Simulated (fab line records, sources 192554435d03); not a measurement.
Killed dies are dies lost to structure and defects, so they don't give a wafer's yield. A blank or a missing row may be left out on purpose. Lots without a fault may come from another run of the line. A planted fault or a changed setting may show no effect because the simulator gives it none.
Chamber matching | flow n5_finfet | N5_FIN_SAQP_ETCH_34 on rie_diel-03: 4 sister chambers
The step etches SiO2 in C4F6/O2, target depth 45 nm, time 15 s. 4 wafers are shown with their chamber, then 8 later ones without.

WAFERS WITH THEIR CHAMBER
wafer  | chamber | showerhead_plenum_p_Torr (Torr)
L081.2 | 0       | 2.81
L081.3 | 1       | 2.95
L081.6 | 2       | 2.72
L084.2 | 3       | 2.84

WAFERS WITHOUT THEIR CHAMBER
wafer  | showerhead_plenum_p_Torr (Torr)
L084.5 | 2.83
L084.6 | 2.72
L085.3 | 2.72
L085.4 | 2.95
L085.6 | 2.72
L097.1 | 2.71
L097.3 | 2.82
L097.5 | 2.79

WHICH CHAMBER EACH WENT THROUGH
wafer  | from the rows above     | in truth
L084.5 | can't be placed: 3 or 0 | 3
L084.6 | 2                       | 2
L085.3 | 2                       | 2
L085.4 | 1                       | 1
L085.6 | 2                       | 2
L097.1 | 2                       | 2
L097.3 | can't be placed: 0 or 3 | 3
L097.5 | 0                       | 0
Placed correctly: 6 of 8. Can't be placed from these rows: 2 (the true chamber is among the candidates in 2). Placed wrongly: 0.
How it was worked out, from the rows above alone: a wafer's distance from a chamber is the root of the sum, over the readings, of the square of ((its reading less the chamber's mean) divided by the reading's scatter). The wafer belongs to the nearest chamber; if the next one is less than 2 further off, it can't be placed. A chamber's mean is the mean of its shown wafers. The scatter: with one shown wafer a chamber, the root of the mean of the squares of how far each hidden wafer lies from its nearest shown one.
